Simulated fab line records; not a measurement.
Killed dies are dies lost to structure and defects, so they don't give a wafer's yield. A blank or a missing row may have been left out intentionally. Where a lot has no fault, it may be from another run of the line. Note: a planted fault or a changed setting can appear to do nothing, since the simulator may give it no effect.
fab line records	flow nandHarc	part 1 of 2: steps 1 to 14 of 22
[record] lots = 5	wafers = 15	lastDay = 33
route steps=1302 shown A_CHANNEL_HOLE_D2@583
lots untouched by any fault: they come from a run of this same line in which no faults occurred
startH: hours from the record's first day to the start of the lot's first wafer shown	waitH: time in hours since the lot's previous step	" repeats the value in the row above	L1.1+2: several wafers, shown together as one row	- either no value or no given start	* or withheld: withheld	< > ~ a bound
route shown NAME@n: NAME is a module with steps in the file, n the number in the route of the first one	usual: mean and standard deviation over wafers with no fault	same: alike in all rows	chamber/n: place in a boat	sites: the reading at each site	_std_site: standard deviation across them	_edge_site: the outer-site mean with the inner-site mean subtracted	radiusMm: for every site, how far away it sits from the centre of the wafer	mask NAME#n: copy n	behind: the tool/chamber that last shaped the wafer	hold: cause of the lot's hold/its duration in hours/its outcome	device: transistor that didn't switch, given as n, p or np	end of line: the route-end tests of the same wafers	a step with no rows: only its recipe	killed: dies that structure and defects cost at the first sort, which is not the same as the wafer's yield	map: a wafer's dies, x killed, . not, _ none there
set.NAME: the setting as run; set.NAME@STEP: as run at that earlier step	model.NAME: the simulator's own value behind a step, which no gauge read
certain route steps with their lots: each step a table, each wafer a row
services: the hour from which a tool's chamber was out of use, counted from the record's first day as startH (under 0 if before that day), plus the number of hours and why
[[steps]]
[step NHARC_A_CHANNEL_HOLE_D2_OVL_MEAS_11]
[usual] overlayXNm = 0.2/0.79	overlayYNm = 0.0/0.86
lot.wafer	tool	chamber	startH	waitH	overlayXNm	overlayYNm
L081.2	overlay-01	-	358.01	-	-0.5	0.2
L081.3	"	-	"	"	-0.1	0.7
L081.4	"	-	"	"	0.3	0.4
L082.2	overlay-02	-	378.09	-	-0.3	0.7
L082.3	"	-	"	"	-0.2	0.7
L082.6	"	-	"	"	0.1	0.5
L084.1	overlay-02	-	394.98	-	-0.8	-1.3
L084.3	"	-	"	"	-0.1	-0.8
L084.4	"	-	"	"	-0.1	-1.2
L094.1	overlay-01	-	493.04	-	0.8	0.5
L094.4	"	-	"	"	0.2	0.7
L094.6	"	-	"	"	0.4	0.7
L097.1	overlay-01	-	513.49	-	-0.2	-1.1
L097.5	"	-	"	"	-0.1	-1.0
L097.6	"	-	"	"	0.1	-1.0
[step NHARC_A_CHANNEL_HOLE_D2_INSPECT_12]
[usual] rawDefectCount = 30/21
lot.wafer	tool	chamber	startH	waitH	rawDefectCount
L081.2	defectInspect-02	-	358.05	0.0	67
L081.3	"	-	"	"	56
L081.4	"	-	"	"	41
L082.2	defectInspect-02	-	378.13	0.0	61
L082.3	"	-	"	"	49
L082.6	"	-	"	"	62
L084.1	defectInspect-02	-	395.02	0.0	9
L084.3	"	-	"	"	19
L084.4	"	-	"	"	15
L094.1	defectInspect-01	-	493.08	0.0	28
L094.4	"	-	"	"	24
L094.6	"	-	"	"	19
L097.1	defectInspect-01	-	513.52	0.0	25
L097.5	"	-	"	"	25
L097.6	"	-	"	"	19
[step NHARC_A_CHANNEL_HOLE_D2_DESCUM_15]
[recipe] timeS = 3	o2FlowSccm = 200	arFlowSccm = 0	biasPowerW = 0	chemistry = O2
[usual] drypumpMotorCurrentA = 5.7/0.51	oesProductAu = 1.002/0.015	rfVppV = 57.9/0.88	showerheadPlenumPTorr = 1.96/0.084	throttleValvePct = 11.313/0.0089
lot.wafer	tool	chamber	startH	waitH	drypumpMotorCurrentA	oesProductAu	rfHoursCounterH	rfVppV	showerheadPlenumPTorr	throttleValvePct
L081.4	rieDiel-09	3	358.11	0.1	5.3	0.982	1.8	58.4	2.01	11.307
L081.2	"	0	"	"	5.9	1.037	1.9	57.6	2.02	11.329
L081.3	"	2	"	"	6.7	0.994	1.3	58.7	1.86	11.304
L082.2	rieDiel-09	3	378.19	0.1	5.3	0.987	4.6	58.1	2.01	11.313
L082.3	"	1	"	"	5.2	0.994	2.5	58.9	2.06	11.312
L082.6	"	0	"	"	5.9	1.021	-	60.5	2.01	11.319
L084.1	rieDiel-04	0	395.09	0.1	4.9	1.016	0.8	57.6	1.88	11.327
L084.4	"	1	"	"	5.9	0.998	0.7	58.6	2.04	11.300
L084.3	"	2	"	"	5.4	1.002	0.7	58.1	2.05	11.297
L094.4	rieDiel-08	3	493.14	0.1	6.3	0.985	6.5	57.8	2.00	11.316
L094.1	"	0	"	"	5.6	1.018	5.7	57.5	2.06	11.317
L094.6	"	3	"	"	6.3	0.969	-	57.8	2.00	11.303
L097.1	rieDiel-04	3	513.59	0.1	5.5	1.004	7.0	57.6	1.87	11.311
L097.5	"	3	"	"	5.5	0.998	-	57.3	1.87	11.305
L097.6	"	0	"	"	4.9	1.018	-	57.5	1.87	11.318
[step NHARC_A_CHANNEL_HOLE_D2_ETCH_38]
[recipe] targetDepthA = 390	overEtchFrac = 0.3	timeS = 65	ionEnergyEv = 80	cf4FlowSccm = 150	arFlowSccm = 0	rfW = 300	biasW = 100	chemistry = CF4
[usual] cf4FlowSccm = 150.0/0.5	drypumpMotorCurrentA = 5.7/0.52	oesProductAu = 0.998/0.014	rfVppV = 151.8/1.2	showerheadPlenumPTorr = 1.82/0.073	throttleValvePct = 13.284/0.0087
lot.wafer	tool	chamber	startH	waitH	cf4FlowSccm	drypumpMotorCurrentA	oesProductAu	rfHoursCounterH	rfVppV	showerheadPlenumPTorr	throttleValvePct
L081.2	rieDiel-09	3	358.19	0.1	150.6	5.3	0.970	1.8	153.7	1.86	13.297
L081.4	"	0	"	"	150.2	5.9	1.030	1.9	151.8	1.86	13.284
L081.3	"	2	"	"	150.3	6.7	0.994	1.3	150.8	1.73	13.290
L082.3	rieDiel-09	2	378.28	0.1	150.3	6.6	0.986	3.6	151.8	1.72	13.279
L082.2	"	0	"	"	150.7	5.9	1.026	4.0	153.4	1.86	13.283
L082.6	"	1	"	"	150.2	5.2	0.997	-	152.5	1.89	13.299
L084.4	rieDiel-04	1	395.17	0.1	149.4	5.9	0.995	0.7	150.8	1.87	13.294
L084.3	"	2	"	"	150.4	5.4	1.008	0.7	151.8	1.88	13.277
L084.1	"	0	"	"	150.0	4.9	1.008	0.8	150.9	1.74	13.295
L094.4	rieDiel-08	0	493.23	0.1	150.4	5.6	1.020	5.7	151.4	1.89	13.273
L094.1	"	1	"	"	150.0	5.9	1.015	6.1	149.9	1.68	13.291
L094.6	"	1	"	"	150.2	5.9	1.015	-	150.2	1.68	13.288
L097.1	rieDiel-04	2	513.69	0.1	149.7	5.4	1.006	6.5	153.2	1.88	13.284
L097.5	"	0	"	"	149.3	4.9	1.009	-	151.3	1.73	13.292
L097.6	"	1	"	"	151.0	5.8	0.971	-	151.8	1.87	13.262
[step NHARC_A_CHANNEL_HOLE_D2_ETCH_39]
[recipe] targetDepthA = 2600	overEtchFrac = 0.3	timeS = 325	ionEnergyEv = 200	n2FlowSccm = 150	h2FlowSccm = 150	arFlowSccm = 0	rfW = 400	biasW = 150	chemistry = N2/H2
[usual] drypumpMotorCurrentA = 5.7/0.5	oesProductAu = 1.000/0.014	rfVppV = 432.3/2.6	showerheadPlenumPTorr = 2.10/0.092	throttleValvePct = 14.171/0.0093
lot.wafer	tool	chamber	startH	waitH	drypumpMotorCurrentA	oesProductAu	rfHoursCounterH	rfVppV	showerheadPlenumPTorr	throttleValvePct
L081.4	rieDiel-09	3	-	-	5.3	0.975	1.9	433.3	2.15	14.160
L081.2	"	1	"	"	5.2	0.996	1.0	434.8	2.20	14.163
L081.3	"	2	"	"	6.7	0.992	1.3	429.9	1.98	14.163
L082.3	rieDiel-09	0	-	-	5.9	1.019	4.1	435.2	2.15	14.161
L082.2	"	1	"	"	5.2	1.003	2.6	434.4	2.20	14.172
L082.6	"	3	"	"	5.3	0.985	-	432.5	2.15	14.172
L084.1	rieDiel-04	0	-	-	4.9	1.005	0.9	431.3	2.00	14.178
L084.3	"	1	"	"	5.9	0.992	0.8	434.1	2.17	14.161
L084.4	"	3	"	"	5.5	0.984	0.9	428.3	2.00	14.177
L094.1	rieDiel-08	3	-	-	6.2	0.977	6.6	433.7	2.14	14.179
L094.4	"	1	"	"	5.9	1.008	6.2	428.1	1.93	14.167
L094.6	"	0	"	"	5.6	1.018	-	435.0	2.20	14.175
L097.1	rieDiel-04	1	-	-	5.8	0.987	6.7	434.2	2.17	14.186
L097.5	"	2	"	"	5.4	1.008	-	433.5	2.18	14.169
L097.6	"	3	"	"	5.5	1.007	-	427.5	2.00	14.180
[step NHARC_A_CHANNEL_HOLE_D2_ETCH_34]
[recipe] targetDepthA = 1540	timeS = 77	cf4FlowSccm = 100	chf3FlowSccm = 30	arFlowSccm = 0	rfW = 500	biasW = 200	chemistry = CF4/CHF3
[usual] cf4FlowSccm = 100.0/0.32	drypumpMotorCurrentA = 5.7/0.52	oesProductAu = 0.952/0.025	rfVppV = 372.0/2.3	showerheadPlenumPTorr = 1.62/0.064	throttleValvePct = 16.803/0.0092
lot.wafer	tool	chamber	startH	waitH	cf4FlowSccm	drypumpMotorCurrentA	oesProductAu	rfHoursCounterH	rfVppV	showerheadPlenumPTorr	throttleValvePct
L081.2	rieDiel-09	2	-	-	100.5	6.7	0.946	1.4	368.2	1.53	16.807
L081.4	"	3	"	"	100.5	5.3	0.933	2.0	372.1	1.65	16.815
L081.3	"	1	"	"	99.4	5.2	0.960	1.0	373.9	1.69	16.787
L082.2	rieDiel-09	3	-	-	100.0	5.3	0.919	4.8	374.3	1.65	16.795
L082.3	"	2	"	"	99.7	6.7	0.916	3.7	369.4	1.53	16.785
L082.6	"	3	"	"	100.0	5.3	0.917	-	373.2	1.65	16.805
L084.1	rieDiel-04	3	-	-	99.8	5.4	0.951	0.9	370.8	1.54	16.798
L084.4	"	0	"	"	100.6	4.8	0.968	1.0	369.5	1.54	16.812
L084.3	"	1	"	"	100.0	5.9	0.976	0.9	373.2	1.67	16.810
L094.1	rieDiel-08	2	-	-	100.1	6.5	0.973	6.9	373.2	1.62	16.804
L094.4	"	0	"	"	99.7	5.6	0.981	5.9	373.5	1.69	16.809
L094.6	"	3	"	"	99.9	6.2	0.946	-	373.2	1.64	16.814
L097.1	rieDiel-04	2	-	-	100.0	5.4	0.928	7.4	372.7	1.68	16.801
L097.5	"	1	"	"	100.2	5.9	0.911	-	373.6	1.67	16.807
L097.6	"	2	"	"	100.5	5.4	0.929	-	374.2	1.67	16.804
[step NHARC_A_CHANNEL_HOLE_D2_ETCH_16]
[recipe] targetDepthA = 31000	overEtchFrac = 0.3	timeS = 806	ionEnergyEv = 150	o2FlowSccm = 400	cosFlowSccm = 20	arFlowSccm = 0	rfW = 500	biasW = 300	chemistry = O2/COS
[usual] drypumpMotorCurrentA = 5.7/0.5	oesProductAu = 1.000/0.014	rfVppV = 315.4/1.9	showerheadPlenumPTorr = 3.21/0.13	throttleValvePct = 28.330/0.008
lot.wafer	tool	chamber	startH	waitH	drypumpMotorCurrentA	oesProductAu	rfHoursCounterH	rfVppV	showerheadPlenumPTorr	throttleValvePct
L081.4	rieDiel-09	2	-	-	6.7	0.992	1.5	314.2	3.05	28.320
L081.3	"	3	"	"	5.3	0.980	2.2	315.8	3.28	28.335
L081.2	"	1	"	"	5.2	0.989	1.1	316.6	3.34	28.335
L082.2	rieDiel-09	0	-	-	5.9	1.029	4.4	316.2	3.28	28.339
L082.3	"	1	"	"	5.2	0.994	2.8	318.5	3.34	28.335
L082.6	"	1	"	"	5.2	1.009	-	316.2	3.34	28.330
L084.4	rieDiel-04	0	-	-	4.9	1.006	1.2	314.3	3.06	28.339
L084.3	"	1	"	"	5.9	0.997	1.0	317.5	3.31	28.345
L084.1	"	2	"	"	5.4	1.011	1.0	316.5	3.33	28.322
L094.1	rieDiel-08	1	-	-	5.9	1.008	6.3	313.0	2.96	28.336
L094.4	"	3	"	"	6.3	0.980	6.9	316.1	3.26	28.312
L094.6	"	2	"	"	6.5	0.990	-	316.2	3.22	28.331
L097.1	rieDiel-04	2	-	-	5.4	1.006	7.5	315.5	3.32	28.321
L097.6	"	0	"	"	4.9	1.019	-	314.7	3.06	28.320
L097.5	"	1	"	"	5.9	0.975	-	316.1	3.31	28.330
[step NHARC_A_CHANNEL_HOLE_D2_CD_MEAS_18]
[usual] cdNm = 99.4/2.7
lot.wafer	tool	chamber	startH	waitH	cdNm
L081.2	cdSem-03	-	359.21	-	99.3
L081.3	"	-	"	"	99.9
L081.4	"	-	"	"	99.3
L082.2	cdSem-03	-	379.30	-	99.2
L082.3	"	-	"	"	100.8
L082.6	"	-	"	"	101.7
L084.1	cdSem-01	-	396.19	-	98.4
L084.3	"	-	"	"	101.2
L084.4	"	-	"	"	99.3
L094.1	cdSem-03	-	494.25	-	101.1
L094.4	"	-	"	"	99.6
L094.6	"	-	"	"	101.1
L097.1	cdSem-01	-	515.15	-	103.2
L097.5	"	-	"	"	97.1
L097.6	"	-	"	"	99.5
[step NHARC_A_CHANNEL_HOLE_D2_ETCH_19]
[recipe] biasV = 1200	sourceW = 2500	pressureMtorr = 15	timeS = 34.5	arFlowSccm = 375	c4f8FlowSccm = 28.8	o2FlowSccm = 96.2	tempC = -20	targetDepthA = *	chemistry = C4F8/O2/Ar
[usual] drypumpMotorCurrentA = 5.9/0.52	showerheadPlenumPTorr = 3.72/0.13	throttleValvePct = 37.038/0.0095
lot.wafer	tool	chamber	startH	waitH	drypumpMotorCurrentA	rfHoursCounterH	showerheadPlenumPTorr	throttleValvePct
L081.2	harEtch-02	0	359.68	0.5	5.9	390	3.50	37.040
L081.3	"	1	"	"	6.5	-	3.72	37.031
L081.4	"	0	"	"	5.9	-	3.50	37.038
L082.2	harEtch-02	1	379.37	0.1	6.5	402	3.71	37.046
L082.3	"	1	"	"	6.5	-	3.71	37.043
L082.6	"	0	"	"	5.9	-	3.49	37.051
L084.1	harEtch-02	0	400.55	4.4	5.9	0	3.99	37.024
L084.4	"	1	"	"	6.5	-	3.71	37.050
L084.3	"	0	"	"	5.8	-	3.99	37.052
L094.1	harEtch-02	0	494.32	0.1	5.9	54	3.95	37.047
L094.4	"	1	"	"	6.5	-	3.68	37.069
L094.6	"	1	"	"	6.5	-	3.68	37.036
L097.1	harEtch-02	0	518.92	3.8	5.9	69	3.94	37.025
L097.6	"	1	"	"	6.5	-	3.67	37.045
L097.5	"	0	"	"	5.9	-	3.94	37.037
[step NHARC_A_CHANNEL_HOLE_D2_ETCH_20]
[recipe] biasV = 3000	sourceW = withheld	pressureMtorr = 20	timeS = 361.9	arFlowSccm = 375	c4f8FlowSccm = 89.3	o2FlowSccm = 35.7	tempC = -20	targetDepthA = 16000	chemistry = C4F8/O2/Ar
[usual] drypumpMotorCurrentA = 5.9/0.52	showerheadPlenumPTorr = 3.68/0.13	throttleValvePct = 32.155/0.01
lot.wafer	tool	chamber	startH	waitH	drypumpMotorCurrentA	rfHoursCounterH	showerheadPlenumPTorr	throttleValvePct
L081.2	harEtch-02	0	359.83	0.1	5.8	390	3.46	32.161
L081.3	"	1	"	"	6.6	-	3.68	32.156
L081.4	"	0	"	"	5.8	-	3.46	32.156
L082.2	harEtch-02	1	379.48	0.1	6.5	402	3.67	32.158
L082.3	"	1	"	"	6.5	-	3.67	32.162
L082.6	"	0	"	"	5.9	-	3.46	32.148
L084.1	harEtch-02	0	400.69	0.1	5.9	0	3.93	32.144
L084.4	"	1	"	"	6.5	-	3.67	32.161
L084.3	"	0	"	"	5.9	-	3.93	32.154
L094.1	harEtch-02	0	494.43	0.1	5.9	54	3.90	32.161
L094.4	"	1	"	"	6.6	-	3.64	32.174
L094.6	"	1	"	"	6.5	-	3.64	32.164
L097.1	harEtch-02	0	519.07	0.1	5.9	69	3.89	32.167
L097.6	"	1	"	"	6.6	-	3.63	32.164
L097.5	"	0	"	"	5.9	-	3.89	32.146
[step NHARC_A_CHANNEL_HOLE_D2_ETCH_21]
[recipe] biasV = 3000	sourceW = withheld	pressureMtorr = 20	timeS = 514.3	arFlowSccm = 375	c4f8FlowSccm = 89.3	o2FlowSccm = 35.7	tempC = -20	targetDepthA = 16000	chemistry = C4F8/O2/Ar
[usual] drypumpMotorCurrentA = 5.9/0.52	showerheadPlenumPTorr = 3.68/0.13	throttleValvePct = 32.154/0.01
lot.wafer	tool	chamber	startH	waitH	drypumpMotorCurrentA	rfHoursCounterH	showerheadPlenumPTorr	throttleValvePct
L081.2	harEtch-02	0	360.16	0.3	5.9	390	3.46	32.161
L081.3	"	1	"	"	6.5	-	3.68	32.163
L081.4	"	0	"	"	5.8	-	3.46	32.165
L082.2	harEtch-02	1	379.80	0.3	6.6	402	3.67	32.166
L082.3	"	1	"	"	6.5	-	3.67	32.172
L082.6	"	0	"	"	5.8	-	3.46	32.163
L084.1	harEtch-02	0	401.03	0.3	5.9	0	3.93	32.146
L084.4	"	1	"	"	6.5	-	3.67	32.147
L084.3	"	0	"	"	5.9	-	3.93	32.155
L094.1	harEtch-02	0	494.75	0.3	5.9	54	3.90	32.152
L094.4	"	1	"	"	6.5	-	3.64	32.131
L094.6	"	1	"	"	6.6	-	3.64	32.152
L097.1	harEtch-02	0	519.40	0.3	5.9	69	3.89	32.167
L097.6	"	1	"	"	6.6	-	3.63	32.144
L097.5	"	0	"	"	5.9	-	3.89	32.143
[step NHARC_A_CHANNEL_HOLE_D2_ETCH_22]
[recipe] biasV = 3000	sourceW = withheld	pressureMtorr = 20	timeS = 666.7	arFlowSccm = 375	c4f8FlowSccm = 89.3	o2FlowSccm = 35.7	tempC = -20	targetDepthA = 16000	chemistry = C4F8/O2/Ar
[usual] drypumpMotorCurrentA = 5.9/0.52	showerheadPlenumPTorr = 3.68/0.13	throttleValvePct = 32.155/0.0094
lot.wafer	tool	chamber	startH	waitH	drypumpMotorCurrentA	rfHoursCounterH	showerheadPlenumPTorr	throttleValvePct
L081.2	harEtch-02	0	360.62	0.4	5.9	391	3.46	32.154
L081.3	"	1	"	"	6.5	-	3.68	32.142
L081.4	"	0	"	"	5.9	-	3.46	32.159
L082.2	harEtch-02	1	380.25	0.4	6.6	402	3.67	32.163
L082.3	"	1	"	"	6.6	-	3.67	32.149
L082.6	"	0	"	"	5.8	-	3.46	32.144
L084.1	harEtch-02	0	401.49	0.4	5.9	1	3.93	32.154
L084.4	"	1	"	"	6.6	-	3.67	32.137
L084.3	"	0	"	"	5.9	-	3.93	32.147
L094.1	harEtch-02	0	495.19	0.4	5.9	54	3.90	32.163
L094.4	"	1	"	"	6.6	-	3.64	32.166
L094.6	"	1	"	"	6.6	-	3.64	32.153
L097.1	harEtch-02	0	519.86	0.4	5.8	70	3.89	32.143
L097.6	"	1	"	"	6.6	-	3.63	32.164
L097.5	"	0	"	"	5.8	-	3.89	32.155
[step NHARC_A_CHANNEL_HOLE_D2_ETCH_23]
[recipe] biasV = 5000	sourceW = withheld	pressureMtorr = 20	timeS = 819	arFlowSccm = 375	c4f8FlowSccm = 89.3	o2FlowSccm = 35.7	tempC = -20	targetDepthA = 16000	chemistry = C4F8/O2/Ar
[usual] drypumpMotorCurrentA = 5.9/0.52	showerheadPlenumPTorr = 3.68/0.13	throttleValvePct = 32.154/0.0091
lot.wafer	tool	chamber	startH	waitH	drypumpMotorCurrentA	rfHoursCounterH	showerheadPlenumPTorr	throttleValvePct
L081.2	harEtch-02	0	361.22	0.5	5.9	391	3.46	32.144
L081.3	"	1	"	"	6.5	-	3.68	32.144
L081.4	"	0	"	"	5.9	-	3.46	32.165
L082.2	harEtch-02	1	380.81	0.5	6.5	403	3.67	32.161
L082.3	"	1	"	"	6.5	-	3.67	32.167
L082.6	"	0	"	"	5.9	-	3.46	32.134
L084.1	harEtch-02	0	402.08	0.5	5.8	1	3.93	32.162
L084.4	"	1	"	"	6.6	-	3.67	32.154
L084.3	"	0	"	"	5.9	-	3.93	32.149
L094.1	harEtch-02	0	495.76	0.5	5.9	55	3.90	32.172
L094.4	"	1	"	"	6.5	-	3.64	32.146
L094.6	"	1	"	"	6.5	-	3.64	32.158
L097.1	harEtch-02	0	520.46	0.5	5.8	70	3.89	32.172
L097.6	"	1	"	"	6.6	-	3.63	32.149
L097.5	"	0	"	"	5.9	-	3.89	32.144
[step NHARC_A_CHANNEL_HOLE_D2_ETCH_24]
[recipe] biasV = 5000	sourceW = withheld	pressureMtorr = 20	timeS = 906.2	arFlowSccm = 375	c4f8FlowSccm = 93.8	o2FlowSccm = 31.2	tempC = -20	targetDepthA = 15000	chemistry = C4F8/O2/Ar
[usual] drypumpMotorCurrentA = 5.9/0.52	showerheadPlenumPTorr = 3.68/0.13	throttleValvePct = 32.237/0.0094
lot.wafer	tool	chamber	startH	waitH	drypumpMotorCurrentA	rfHoursCounterH	showerheadPlenumPTorr	throttleValvePct
L081.2	harEtch-02	0	361.93	0.6	5.8	392	3.46	32.242
L081.3	"	1	"	"	6.5	-	3.67	32.225
L081.4	"	0	"	"	5.9	-	3.46	32.234
L082.2	harEtch-02	1	381.51	0.6	6.5	404	3.67	32.248
L082.3	"	1	"	"	6.5	-	3.67	32.231
L082.6	"	0	"	"	5.9	-	3.45	32.233
L084.1	harEtch-02	0	402.80	0.6	5.9	2	3.93	32.230
L084.4	"	1	"	"	6.5	-	3.67	32.223
L084.3	"	0	"	"	5.9	-	3.93	32.232
L094.1	harEtch-02	0	496.46	0.6	5.9	56	3.90	32.240
L094.4	"	1	"	"	6.5	-	3.64	32.233
L094.6	"	1	"	"	6.5	-	3.64	32.252
L097.1	harEtch-02	0	521.17	0.6	5.8	71	3.89	32.249
L097.6	"	1	"	"	6.5	-	3.63	32.243
L097.5	"	0	"	"	5.8	-	3.89	32.257
